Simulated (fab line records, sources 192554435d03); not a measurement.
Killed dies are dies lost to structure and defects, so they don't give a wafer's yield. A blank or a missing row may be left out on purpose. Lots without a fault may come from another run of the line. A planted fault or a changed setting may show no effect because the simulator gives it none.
fab line records | flow n5_finfet | part 1 of 2: steps 1 to 25 of 34
record lots=5 wafers=15 last_day=17
route steps=1938 shown BEOL_M7@1267
lots that met no fault: from a run of the same line without faults
start_h: hours from the record's first day to the start of the lot's first wafer shown | wait_h: hours since the lot's step before | " the same as in the row above | L1.1+2: a row that stands for several wafers | - no value, or no start given | * or withheld: withheld | < > ~ a bound
route shown NAME@n: a module of which the file shows steps, and the number in the route of the first | usual: mean/standard deviation of fault-free wafers | same: alike in all rows | chamber/n: place in a boat | sites: the reading at each site | _std_site: their standard deviation | _edge_site: outer sites' mean less inner sites' | radius_mm: how far each site lies from the wafer's centre | mask NAME#n: copy n | behind: the tool/chamber that last shaped the wafer | hold: why the lot was held/for how many hours/how that ended | device: the transistor (n, p or np) that didn't switch | end of line: the same wafers' tests at the end of the route | a step without rows: its recipe alone | killed: dies lost to structure and defects at the first sort, not the wafer's yield | map: a wafer's dies, x killed, . not, _ none there
set.NAME: the setting as run; set.NAME@STEP: as run at that earlier step | model.NAME: the simulator's own value behind a step, which no gauge read
lots at some steps of the route; a table a step, a row a wafer
services: from which hour (start_h, from the record's first day; less than 0 if before it) a tool's chamber was out of use, for how many hours, and why
## steps
# step N5_BEOL_M7_HM_DEP_02
# recipe material=TiN target_thk_a=200 temp_c=25 chamber_pressure_pa=0.49996
# usual throttle_valve_pct=30.4/0.66
# columns lot.wafer tool chamber start_h wait_h throttle_valve_pct
L075.1 pvd_sputter-01 - 220.51 4.0 30.8
L075.3 " - " " 29.5
L075.4 " - " " 30.2
L084.3 pvd_sputter-03 - 250.41 0.8 30.6
L084.4 " - " " 30.4
L084.6 " - " " 29.4
L091.2 pvd_sputter-03 - 294.99 0.5 29.7
L091.4 " - " " 30.7
L091.5 " - " " 30.4
L096.1 pvd_sputter-02 - 322.30 1.6 29.3
L096.4 " - " " 29.1
L096.6 " - " " 31.1
L097.4 pvd_sputter-03 - 336.22 2.2 29.4
L097.5 " - " " 30.8
L097.6 " - " " 30.5
# step N5_BEOL_M7_COAT_59
# recipe resist=SOC temp_c=250 time_s=60 spin_rpm=1500 resist_thk_nm=100
# columns lot.wafer tool chamber start_h wait_h
L075.1+3+4 litho_track-05 0 222.71 2.2
L084.3+4+6 litho_track-05 0 250.54 0.1
L091.2+4+5 litho_track-04 0 295.11 0.1
L096.1+4+6 litho_track-05 0 322.43 0.1
L097.4+5+6 litho_track-04 0 336.35 0.1
# step N5_BEOL_M7_COAT_60
# recipe resist=SiARC temp_c=220 time_s=60 spin_rpm=1500 resist_thk_nm=35
# columns lot.wafer tool chamber start_h wait_h
L075.1+3+4 litho_track-05 0 - -
L084.3+4+6 litho_track-05 0 - -
L091.2+4+5 litho_track-04 0 - -
L096.1+4+6 litho_track-05 0 - -
L097.4+5+6 litho_track-04 0 - -
# step N5_BEOL_M7_COAT_05
# recipe resist=CAR-ArF spin_rpm=1500 resist_thk_nm=90
# columns lot.wafer tool chamber start_h wait_h
L075.1+3+4 litho_track-05 0 - -
L084.3+4+6 litho_track-05 0 - -
L091.2+4+5 litho_track-04 0 - -
L096.1+4+6 litho_track-05 0 - -
L097.4+5+6 litho_track-04 0 - -
# step N5_BEOL_M7_EBR_07
# recipe solvent=PGMEA ebr_width_mm=1.5
# same ebr_width_mm=1.5
# columns lot.wafer tool chamber start_h wait_h
L075.1+3+4 litho_track-05 0 - -
L084.3+4+6 litho_track-05 0 - -
L091.2+4+5 litho_track-04 0 - -
L096.1+4+6 litho_track-05 0 - -
L097.4+5+6 litho_track-04 0 - -
# step N5_BEOL_M7_SOFTBAKE_06
# recipe temp_c=110 time_s=60 resist=CAR-ArF
# columns lot.wafer tool chamber start_h wait_h
L075.1+3+4 litho_track-05 0 - -
L084.3+4+6 litho_track-05 0 - -
L091.2+4+5 litho_track-04 0 - -
L096.1+4+6 litho_track-05 0 - -
L097.4+5+6 litho_track-04 0 - -
# step N5_BEOL_M7_EXPOSE_08
# recipe mask_id=M7 na=1.35 source_shape=dipole sigma_inner=0.817 sigma_outer=0.97 polarization=te dose_mj=68.25
# usual exposure_dose_mJ_cm2=68.21/0.067
# columns lot.wafer tool chamber start_h wait_h mask exposure_dose_mJ_cm2
L075.1 arfi_scanner-01 0 222.83 - M7#0 68.31
L075.3 " 0 " " M7#0 68.33
L075.4 " 0 " " M7#0 68.33
L084.3 arfi_scanner-01 0 250.67 - M7#0 68.26
L084.4 " 0 " " M7#0 68.19
L084.6 " 0 " " M7#0 68.23
L091.2 arfi_scanner-01 0 295.24 - M7#0 68.16
L091.4 " 0 " " M7#0 68.13
L091.5 " 0 " " M7#0 68.22
L096.1 arfi_scanner-02 0 322.55 - M7#0 68.35
L096.4 " 0 " " M7#0 68.26
L096.6 " 0 " " M7#0 68.30
L097.4 arfi_scanner-02 0 336.61 - M7#0 68.23
L097.5 " 0 " " M7#0 68.28
L097.6 " 0 " " M7#0 68.18
# step N5_BEOL_M7_PEB_09
# recipe peb_temp_c=withheld peb_time_s=60 resist=CAR-ArF
# columns lot.wafer tool chamber start_h wait_h
L075.1+3+4 litho_track-03 0 222.89 0.1
L084.3+4+6 litho_track-05 0 250.72 0.0
L091.2+4+5 litho_track-04 0 295.30 0.0
L096.1+4+6 litho_track-05 0 322.61 0.1
L097.4+5+6 litho_track-03 0 336.66 0.0
# step N5_BEOL_M7_DEVELOP_10
# recipe develop_time_s=30 developer=TMAH resist=CAR-ArF rinse_liquid=diw dry=air_spin dev_temp_c=23
# columns lot.wafer tool chamber start_h wait_h
L075.1+3+4 litho_track-03 0 - -
L084.3+4+6 litho_track-05 0 - -
L091.2+4+5 litho_track-04 0 - -
L096.1+4+6 litho_track-05 0 - -
L097.4+5+6 litho_track-03 0 - -
# step N5_BEOL_M7_CD_MEAS_11
# recipe target_cd_nm=38.5 landing_energy_ev=500 detector=se_inlens polarity=opening
# usual cd_nm=38.3/0.67
# columns lot.wafer tool chamber start_h wait_h cd_nm
L075.1 cd_sem-03 0 222.96 - 38.8
L075.3 " 0 " " 38.2
L075.4 " 0 " " 39.4
L084.3 cd_sem-02 0 250.79 - 38.5
L084.4 " 0 " " 39.4
L084.6 " 0 " " 39.8
L091.2 cd_sem-03 0 295.36 - 38.2
L091.4 " 0 " " 38.1
L091.5 " 0 " " 37.6
L096.1 cd_sem-03 0 322.67 - 38.8
L096.4 " 0 " " 39.1
L096.6 " 0 " " 38.8
L097.4 cd_sem-01 0 336.72 - 38.6
L097.5 " 0 " " 39.3
L097.6 " 0 " " 38.6
# step N5_BEOL_M7_OVL_MEAS_12
# recipe points_per_wafer=44
# usual M7_OVL=-0.1/0.81
# columns lot.wafer tool chamber start_h wait_h M7_OVL[nm]
L075.1 overlay-02 0 222.99 0.0 -0.5
L075.3 " 0 " " 0.3
L075.4 " 0 " " 1.1
L084.3 overlay-02 0 250.81 0.0 0.3
L084.4 " 0 " " 0.3
L084.6 " 0 " " 0.0
L091.2 overlay-01 0 295.39 0.0 -1.2
L091.4 " 0 " " -0.3
L091.5 " 0 " " -0.4
L096.1 overlay-01 0 322.70 0.0 -0.7
L096.4 " 0 " " -0.4
L096.6 " 0 " " -1.3
L097.4 overlay-02 0 336.75 0.0 0.2
L097.5 " 0 " " -0.6
L097.6 " 0 " " 0.1
# step N5_BEOL_M7_INSPECT_13
# recipe mode=adi inspect_instrument=brightfield
# usual raw_defect_count=428/110
# columns lot.wafer tool chamber start_h wait_h raw_defect_count
L075.1 defect_inspect-02 - 223.01 0.0 528
L075.3 " - " " 613
L075.4 " - " " 480
L084.3 defect_inspect-02 - 250.84 0.0 614
L084.4 " - " " 570
L084.6 " - " " 716
L091.2 defect_inspect-01 - 295.42 0.0 486
L091.4 " - " " 394
L091.5 " - " " 463
L096.1 defect_inspect-01 - 322.73 0.0 262
L096.4 " - " " 277
L096.6 " - " " 302
L097.4 defect_inspect-01 - 336.78 0.0 334
L097.5 " - " " 398
L097.6 " - " " 305
# step N5_BEOL_M7_DESCUM_16
# recipe chemistry=O2 time_s=7.9 source_power_w=50 bias_power_w=20 pressure_mtorr=20 rf_frequency_hz=2.712e+07 temp_c=40 resist=CAR-ArF o2_flow_sccm=225
# usual bias_power_w=20.00/0.058 drypump_motor_current_A=5.9/0.39 oes_product_au=0.79/0.082 rf_vpp_V=242.7/1.6 showerhead_plenum_p_Torr=2.07/0.079 throttle_valve_pct=20.4/0.34
# columns lot.wafer tool chamber start_h wait_h bias_power_w drypump_motor_current_A oes_product_au rf_hours_counter_h rf_vpp_V showerhead_plenum_p_Torr throttle_valve_pct
L075.1 rie_diel-05 0 223.05 0.0 19.93 5.5 0.85 70 241.3 2.04 20.1
L075.3 " 1 " " 19.94 5.5 0.71 216 239.9 2.02 21.3
L075.4 " 3 " " 19.91 6.0 0.77 161 244.3 2.15 20.6
L084.3 rie_diel-02 1 250.87 0.0 20.01 6.0 0.69 220 241.1 2.00 20.6
L084.4 " 3 " " 19.90 6.2 0.83 - 242.7 2.00 20.1
L084.6 " 1 " " 19.99 6.0 0.69 - 241.0 2.00 20.6
L091.2 rie_diel-02 3 295.46 0.0 20.00 6.2 0.81 110 242.5 2.00 20.1
L091.4 " 1 " " 20.02 6.0 0.67 - 241.1 2.00 20.6
L091.5 " 0 " " 19.94 5.2 0.74 - 244.2 2.08 20.5
L096.1 rie_diel-02 0 322.76 0.0 20.09 5.2 0.72 197 243.1 2.08 20.6
L096.4 " 2 " " 19.98 5.7 0.82 84 246.7 2.18 20.4
L096.6 " 0 " " 20.05 5.2 0.72 - 242.0 2.08 20.6
L097.4 rie_diel-06 1 336.81 0.0 19.86 5.8 0.98 11 245.3 2.23 20.3
L097.5 " 0 " " 20.00 6.3 0.82 - 242.2 2.12 20.6
L097.6 " 1 " " 20.00 5.8 0.99 - 245.8 2.23 20.3
# step N5_BEOL_M7_ETCH_61
# recipe chemistry=CF4 target=SiARC target_depth_a=455 mask_material=CAR-ArF time_s=75.8 ion_energy_ev=80 pressure_mtorr=40 source_w=545 bias_w=36 Ar_flow_sccm=100 cf4_flow_sccm=100 ends=cleared
# usual drypump_motor_current_A=5.9/0.39 etch_rf_on_time_s=75/3 mfc_ar_sccm=99.96/0.26 oes_product_au=0.68/0.071 rf_vpp_V=183.9/1.4 showerhead_plenum_p_Torr=2.12/0.085 throttle_valve_pct=15.56/0.29
# columns lot.wafer tool chamber start_h wait_h drypump_motor_current_A etch_rf_on_time_s mfc_ar_sccm oes_product_au rf_hours_counter_h rf_vpp_V showerhead_plenum_p_Torr throttle_valve_pct
L075.1 rie_diel-05 0 223.08 0.0 5.5 71 99.98 0.76 70 183.3 2.09 15.26
L075.3 " 1 " " 5.5 72 100.25 0.61 216 182.6 2.03 16.06
L075.4 " 3 " " 6.0 81 99.81 0.63 162 184.7 2.24 16.03
L084.3 rie_diel-02 1 250.91 0.0 6.0 72 99.86 0.61 220 180.9 2.03 15.68
L084.4 " 3 " " 6.2 74 99.93 0.70 - 183.7 2.09 15.46
L084.6 " 1 " " 6.0 71 100.03 0.61 - 181.8 2.03 15.68
L091.2 rie_diel-02 3 295.49 0.0 6.2 72 99.53 0.70 110 182.9 2.08 15.50
L091.4 " 1 " " 6.0 72 100.12 0.59 - 182.6 2.02 15.69
L091.5 " 0 " " 5.2 73 99.73 0.63 - 182.6 2.13 15.69
L096.1 rie_diel-02 0 322.80 0.0 5.3 74 99.96 0.62 197 184.4 2.12 15.73
L096.4 " 2 " " 5.6 77 100.48 0.70 84 185.3 2.25 15.67
L096.6 " 0 " " 5.2 74 100.46 0.62 - 183.5 2.12 15.73
L097.4 rie_diel-06 1 336.84 0.0 5.7 74 99.90 0.83 11 185.3 2.28 15.48
L097.5 " 0 " " 6.3 80 99.89 0.69 - 184.1 2.14 15.59
L097.6 " 1 " " 5.8 74 100.16 0.83 - 185.9 2.28 15.48
# step N5_BEOL_M7_ETCH_62
# recipe chemistry=N2/H2 target=SOC target_depth_a=1100 overetch_a=220 mask_material=SiARC temp_c=40 time_s=165 ion_energy_ev=200 pressure_mtorr=30 source_w=840 bias_w=150 n2_flow_sccm=200 h2_flow_sccm=200
# usual drypump_motor_current_A=5.9/0.39 oes_product_au=0.67/0.068 rf_vpp_V=523.1/2.9 showerhead_plenum_p_Torr=2.51/0.11 throttle_valve_pct=17.76/0.28
# columns lot.wafer tool chamber start_h wait_h drypump_motor_current_A oes_product_au rf_hours_counter_h rf_vpp_V showerhead_plenum_p_Torr throttle_valve_pct
L075.1 rie_diel-05 0 223.14 0.0 5.5 0.73 70 522.7 2.46 17.34
L075.3 " 1 " " 5.5 0.59 216 520.1 2.41 18.37
L075.4 " 3 " " 5.9 0.64 162 527.2 2.65 18.17
L084.3 rie_diel-02 1 250.96 0.0 6.0 0.58 220 519.1 2.38 17.73
L084.4 " 3 " " 6.2 0.69 - 519.8 2.44 17.59
L084.6 " 1 " " 6.0 0.58 - 519.8 2.37 17.75
L091.2 rie_diel-02 3 295.55 0.0 6.2 0.67 110 520.1 2.44 17.58
L091.4 " 1 " " 6.0 0.57 - 519.8 2.37 17.76
L091.5 " 0 " " 5.2 0.62 - 523.4 2.51 17.72
L096.1 rie_diel-02 0 322.85 0.0 5.2 0.61 197 523.7 2.50 17.74
L096.4 " 2 " " 5.7 0.70 84 528.6 2.70 18.01
L096.6 " 0 " " 5.2 0.61 - 524.9 2.50 17.73
L097.4 rie_diel-06 1 336.90 0.0 5.8 0.81 11 528.2 2.71 17.63
L097.5 " 0 " " 6.3 0.70 - 523.8 2.56 17.87
L097.6 " 1 " " 5.7 0.81 - 528.5 2.71 17.63
# step N5_BEOL_M7_STRIP_68
# recipe chemistry=N2/H2 temp_c=40 n2_flow_sccm=200 h2_flow_sccm=200 rf_frequency_hz=6e+07
# columns lot.wafer tool chamber start_h wait_h
L075.1+3+4 rie_diel-05 0,1,3 223.28 0.1
L084.3+4+6 rie_diel-02 1,3,1 251.10 0.1
L091.2+4+5 rie_diel-02 3,1,0 295.68 0.1
L096.1+4+6 rie_diel-02 0,2,0 322.99 0.1
L097.4+5+6 rie_diel-06 1,0,1 337.03 0.1
# step N5_BEOL_M7_STRIP_67
# recipe chemistry=CF4 resist=SiARC power_w=300 bias_power_w=75 pressure_mtorr=50 cf4_flow_sccm=150 rf_frequency_hz=6e+07
# usual bias_power_w=74.99/0.22 drypump_motor_current_A=5.9/0.39 oes_product_au=0.79/0.08 rf_vpp_V=270.7/1.7 showerhead_plenum_p_Torr=1.78/0.071 throttle_valve_pct=13.54/0.3
# columns lot.wafer tool chamber start_h wait_h bias_power_w drypump_motor_current_A oes_product_au rf_hours_counter_h rf_vpp_V showerhead_plenum_p_Torr throttle_valve_pct
L075.1 rie_diel-05 0 223.29 0.0 74.53 5.5 0.86 70 270.6 1.76 13.23
L075.3 " 1 " " 74.82 5.5 0.70 216 269.6 1.70 14.02
L075.4 " 3 " " 75.19 5.9 0.77 162 273.2 1.87 13.97
L084.3 rie_diel-02 1 251.11 0.0 74.94 6.0 0.69 220 268.2 1.71 13.74
L084.4 " 3 " " 75.30 6.2 0.80 - 270.5 1.74 13.38
L084.6 " 1 " " 75.27 6.0 0.68 - 269.3 1.71 13.75
L091.2 rie_diel-02 3 295.69 0.0 74.78 6.2 0.80 110 269.4 1.74 13.42
L091.4 " 1 " " 74.80 6.0 0.68 - 269.1 1.71 13.78
L091.5 " 0 " " 75.06 5.2 0.73 - 271.4 1.80 13.76
L096.1 rie_diel-02 0 323.00 0.0 74.79 5.2 0.72 197 272.4 1.80 13.78
L096.4 " 2 " " 75.14 5.6 0.82 84 272.2 1.88 13.61
L096.6 " 0 " " 75.01 5.2 0.72 - 271.2 1.80 13.79
L097.4 rie_diel-06 1 337.04 0.0 74.90 5.8 0.95 11 273.2 1.91 13.42
L097.5 " 0 " " 74.82 6.3 0.83 - 271.4 1.79 13.58
L097.6 " 1 " " 74.89 5.8 0.95 - 273.6 1.91 13.40
# step N5_BEOL_M7_HM_OPEN_17
# recipe chemistry=Cl2/BCl3 target_depth_a=200 overetch_a=60 target=TiN mask_material=SOC ion_energy_ev=150 pressure_mtorr=10 icp_w=1000 bias_w=126 Cl2_flow_sccm=53.25 bcl3_flow_sccm=21.75 Ar_flow_sccm=25
# usual drypump_motor_current_A=5.7/0.43 mfc_ar_sccm=25.00/0.084 oes_product_au=0.71/0.054 throttle_valve_pct=21.69/0.21
# columns lot.wafer tool chamber start_h wait_h drypump_motor_current_A mfc_ar_sccm oes_product_au rf_hours_counter_h throttle_valve_pct
L075.1 rie_metal-02 1 223.33 0.0 5.0 25.03 0.66 40 21.57
L075.3 " 1 " " 5.0 25.10 0.66 - 21.56
L075.4 " 0 " " 5.9 25.00 0.70 - 21.50
L084.3 rie_metal-03 1 251.18 0.1 6.2 24.80 0.78 - 21.96
L084.4 " 0 " " 6.2 24.94 0.84 - 21.68
L084.6 " 0 " " 6.2 25.03 0.83 - 21.68
L091.2 rie_metal-03 0 295.73 0.0 6.2 24.97 0.80 5 21.72
L091.4 " 1 " " 6.2 25.01 0.75 - 21.99
L091.5 " 0 " " 6.2 25.02 0.78 - 21.70
L096.1 rie_metal-02 0 323.04 0.0 5.9 25.06 0.69 29 21.49
L096.4 " 1 " " 5.0 25.05 0.63 - 21.59
L096.6 " 0 " " 5.9 25.14 0.70 - 21.48
L097.4 rie_metal-01 0 337.12 0.1 5.8 25.02 0.69 - 21.55
L097.5 " 1 " " 5.2 25.05 0.63 - 21.97
L097.6 " 0 " " 5.8 25.05 0.68 - 21.53
# step N5_BEOL_M7_STRIP_19
# recipe chemistry=O2 power_w=400 temp_c=40 pressure_mtorr=30 rf_frequency_hz=6e+07 bias_power_w=0 overash_fraction=0.2 o2_flow_sccm=225
# usual drypump_motor_current_A=5.9/0.36 oes_product_au=0.78/0.07 rf_vpp_V=3.7/0.64 showerhead_plenum_p_Torr=2.07/0.079 throttle_valve_pct=16.6/0.34
# same bias_power_w=0
# columns lot.wafer tool chamber start_h wait_h drypump_motor_current_A oes_product_au rf_hours_counter_h rf_vpp_V showerhead_plenum_p_Torr throttle_valve_pct
L075.1 rie_diel-05 0 223.56 0.2 5.5 0.86 70 2.7 2.05 16.3
L075.3 " 2 " " 6.0 0.74 146 4.4 1.92 16.4
L075.4 " 1 " " 5.5 0.71 216 3.1 2.03 17.4
L084.3 rie_diel-05 0 251.26 0.1 5.5 0.85 79 3.3 2.04 16.3
L084.4 " 1 " " 5.5 0.71 225 3.2 2.02 17.4
L084.6 " 0 " " 5.5 0.84 - 2.6 2.04 16.4
L091.2 rie_diel-06 0 295.90 0.1 6.3 0.82 85 4.6 2.13 16.8
L091.4 " 0 " " 6.3 0.83 - 3.3 2.13 16.8
L091.5 " 2 " " 5.6 0.73 - 3.4 2.16 16.5
L096.1 rie_diel-02 1 323.15 0.1 6.0 0.66 246 4.8 2.00 16.9
L096.4 " 2 " " 5.7 0.82 84 4.7 2.19 16.6
L096.6 " 1 " " 6.0 0.65 - 3.9 2.00 16.9
L097.4 rie_diel-06 3 337.20 0.1 6.4 0.83 63 3.4 2.06 16.3
L097.5 " 2 " " 5.6 0.72 - 3.1 2.16 16.5
L097.6 " 3 " " 6.5 0.84 - 4.1 2.05 16.3
# step N5_BEOL_M7_CD_MEAS_18
# recipe pitch_nm=80 target_cd_nm=40
# usual cd_nm=39.7/0.82
# columns lot.wafer tool chamber start_h wait_h cd_nm
L075.1 cd_sem-03 - 223.63 0.0 40.7
L075.3 " - " " 40.0
L075.4 " - " " 40.9
L084.3 cd_sem-03 - 251.33 0.1 40.0
L084.4 " - " " 40.1
L084.6 " - " " 39.9
L091.2 cd_sem-01 - 295.97 0.1 39.8
L091.4 " - " " 39.4
L091.5 " - " " 38.7
L096.1 cd_sem-01 - 323.22 0.0 40.9
L096.4 " - " " 41.2
L096.6 " - " " 40.6
L097.4 cd_sem-02 - 337.27 0.1 39.8
L097.5 " - " " 41.1
L097.6 " - " " 41.0
# step N5_BEOL_M7_COAT_63
# recipe resist=SOC temp_c=250 time_s=60 spin_rpm=1500 resist_thk_nm=60
# columns lot.wafer tool chamber start_h wait_h
L075.1+3+4 litho_track-04 0 223.67 0.0
L084.3+4+6 litho_track-03 0 251.59 0.3
L091.2+4+5 litho_track-04 0 296.63 0.7
L096.1+4+6 litho_track-04 0 325.84 2.6
L097.4+5+6 litho_track-03 0 338.41 1.1
# step N5_BEOL_M7_COAT_64
# recipe resist=SiARC temp_c=220 time_s=60 spin_rpm=1500 resist_thk_nm=12
# columns lot.wafer tool chamber start_h wait_h
L075.1+3+4 litho_track-04 0 - -
L084.3+4+6 litho_track-03 0 - -
L091.2+4+5 litho_track-04 0 - -
L096.1+4+6 litho_track-04 0 - -
L097.4+5+6 litho_track-03 0 - -
# step N5_BEOL_M7_COAT_71
# recipe resist=underlayer temp_c=205 time_s=60 spin_rpm=1500 resist_thk_nm=5
# columns lot.wafer tool chamber start_h wait_h
L075.1+3+4 litho_track-04 0 - -
L084.3+4+6 litho_track-03 0 - -
L091.2+4+5 litho_track-04 0 - -
L096.1+4+6 litho_track-04 0 - -
L097.4+5+6 litho_track-03 0 - -
# step N5_BEOL_M7_COAT_22
# recipe resist=CAR-EUV spin_rpm=1500 resist_thk_nm=30
# columns lot.wafer tool chamber start_h wait_h
L075.1+3+4 litho_track-04 0 - -
L084.3+4+6 litho_track-03 0 - -
L091.2+4+5 litho_track-04 0 - -
L096.1+4+6 litho_track-04 0 - -
L097.4+5+6 litho_track-03 0 - -
# step N5_BEOL_M7_EBR_24
# recipe solvent=PGMEA ebr_width_mm=1.5
# same ebr_width_mm=1.5
# columns lot.wafer tool chamber start_h wait_h
L075.1+3+4 litho_track-04 0 - -
L084.3+4+6 litho_track-03 0 - -
L091.2+4+5 litho_track-04 0 - -
L096.1+4+6 litho_track-04 0 - -
L097.4+5+6 litho_track-03 0 - -
